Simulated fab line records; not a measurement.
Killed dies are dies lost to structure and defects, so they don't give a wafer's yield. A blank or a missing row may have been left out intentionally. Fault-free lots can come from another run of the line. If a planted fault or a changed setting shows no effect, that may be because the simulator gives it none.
Code-filled problem report in 8D (eight disciplines) form -- flow n5_finfet -- the parts of the form that need people (team, actions taken, sign-off) are left out

1. WHAT WENT WRONG
bias_w at N5_BEOL_M6_TRENCH_ETCH_37 reads a mean of 149.2 W on 4 wafers of 2 lots; wafers without a fault read 185.1 W with a standard deviation of 0.6. That puts it -60 standard deviations away from the usual mean.
The step: etches SiCOH lowk in C4F6/O2, target depth 94.435 nm, time 31.5 s.
Earliest sighting: wafer L544.4 on rie_diel-06 at day 9 23:56. At this step, 27 wafers from 9 lots have a number in the record. The rule behind "out" and "out of limits": a value lying over 4 standard deviations away from the usual mean. The other wafers with a number count as sound.

2. WHAT THIS IS AND IS NOT
question,is,is not
which readings at this step,"bias_w, rf_vpp_V","drypump_motor_current_A, oes_product_au, showerhead_plenum_p_Torr, throttle_valve_pct"
which lots,"L544, L545","L537, L539, L556, L557, L558, L559, L560"
which wafers of those lots,"L544.4, L544.5, L545.1, L545.6","L544.2, L545.3"
read on which tools,rie_diel-06,rie_diel-03
when,from day 9 23:56,"up to then (7 sound wafers); but 16 sound wafers of L545, L556, L557, L558, L559, L560 came after"

3. WHAT RULES OUT EACH SUSPECT
Counting: any tool at a process step up to the reading remains a suspect provided it ran every lot that is out. Sound lots after the first of them don't rule it out here, since some wafers of a struck lot are sound.
- rie_diel-06 at N5_BEOL_M6_ETCH_65 (etches SiARC in CF4, target depth 15.6 nm, time 26 s): kept. It ran every lot that is out, first L544 (day 9 23:43); its last sound lot up to then is L539 (day 8 23:25).
- rie_diel-06 at N5_BEOL_M6_ETCH_66 (etches SOC in N2/H2, target depth 80 nm, overetch 16 nm, time 120 s): kept. It ran every lot that is out, first L544 (day 9 23:45); its last sound lot up to then is L539 (day 8 23:26).
- rie_diel-06 at N5_BEOL_M6_TRENCH_ETCH_37 (etches SiCOH lowk in C4F6/O2, target depth 94.435 nm, time 31.5 s): kept. It ran every lot that is out, first L544 (day 9 23:56); its last sound lot up to then is L539 (day 8 23:38). Its own readings are out on those wafers: bias_w, rf_vpp_V.
- Within rie_diel-06 at N5_BEOL_M6_ETCH_65: the wafers that are out ran in chamber 1; their sound lot-mates ran in chambers 0, 3.
- Within rie_diel-06 at N5_BEOL_M6_ETCH_66: the wafers that are out ran in chamber 1; their sound lot-mates ran in chambers 0, 3.
- Within rie_diel-06 at N5_BEOL_M6_TRENCH_ETCH_37: the wafers that are out ran in chamber 1; their sound lot-mates ran in chambers 0, 3.
Left after counting: rie_diel-06 at N5_BEOL_M6_ETCH_65, rie_diel-06 at N5_BEOL_M6_ETCH_66, rie_diel-06 at N5_BEOL_M6_TRENCH_ETCH_37.

4. THE CAUSE (what the simulator had put in)
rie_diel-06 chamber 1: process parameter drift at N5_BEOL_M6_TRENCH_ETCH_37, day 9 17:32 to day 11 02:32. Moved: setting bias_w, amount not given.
After counting, 3 suspects remain, this tool included.

5. THE CHAIN OF EFFECTS, in route order
Each row: a reading where the mean over the struck wafers with a number is more than 3 standard deviations away from the usual. Readings are gone through only where the record gives a usual standard deviation; hours: the median, over the lots, of the time from a lot's start at the first step in this table giving one to that lot's start at this step; sigmas: the change measured in usual standard deviations.
hours,step,reading,usual,on struck wafers,change,sigmas
0,N5_BEOL_M6_TRENCH_ETCH_37,bias_w,185.1 W,149.2,-35.8,-60
0,N5_BEOL_M6_TRENCH_ETCH_37,rf_vpp_V,667 V,572,-96,-10
0,N5_BEOL_M6_OCD_MEAS_38,trench_depth_nm,94.1 nm,89.1,-5.0,-3.3
Here are the process steps it includes:
- N5_BEOL_M6_TRENCH_ETCH_37: etches SiCOH lowk in C4F6/O2, target depth 94.435 nm, time 31.5 s.

6. HOW IT WOULD HAVE BEEN CAUGHT EARLIER
In this record the first reading out of limits was taken at day 9 23:56, 6 hours after the fault began at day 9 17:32.
